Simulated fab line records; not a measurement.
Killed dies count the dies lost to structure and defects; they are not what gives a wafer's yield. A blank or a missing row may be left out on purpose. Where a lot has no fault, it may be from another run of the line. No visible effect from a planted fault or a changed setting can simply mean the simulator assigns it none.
Matching of chambers    flow n5Finfet    N5_BEOL_M2_ETCHBACK_99 on rieDiel-01: 4 sister chambers
The step etches SiO2 in CHF3, target depth 5 nm, time 10.4 s. 4 wafers are shown with their chamber, then 12 later ones without.

== WAFERS PAIRED WITH THEIR CHAMBERS ==
wafer   chamber  throttleValvePct (%)
L085.3  1        17.26
L087.1  3        16.74
L087.3  2        16.84
L087.6  0        17.53

== WAFERS WITHOUT THEIR CHAMBER ==
wafer   throttleValvePct (%)
L093.1  16.87
L093.3  16.76
L093.4  16.86
L091.2  16.86
L091.5  17.30
L091.6  16.87
L094.1  17.29
L094.5  17.32
L094.6  16.87
L095.3  16.88
L095.4  17.32
L095.6  16.76

== EACH ONE'S CHAMBER ==
wafer   from the rows above      in truth
L093.1  2                        2
L093.3  can't be placed: 3 or 2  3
L093.4  2                        2
L091.2  2                        2
L091.5  1                        1
L091.6  2                        2
L094.1  1                        1
L094.5  1                        1
L094.6  2                        2
L095.3  2                        2
L095.4  1                        1
L095.6  can't be placed: 3 or 2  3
Correct placement for 10 of the 12. Unplaceable from these rows: 2, with the true chamber sitting among the candidates in 2. Number placed wrongly: 0.
How it was worked out, from the rows above alone: a wafer's distance from a chamber is the root of the sum, over the readings, of the square of ((its reading less the chamber's mean) divided by the reading's scatter). If the next closest chamber is less than 2 further off than the closest, the wafer can't be placed; otherwise it belongs to the closest. For every chamber, the mean is computed from those of its wafers that are shown. The scatter: with one shown wafer a chamber, the root of the mean of the squares of how far each hidden wafer lies from its nearest shown one.
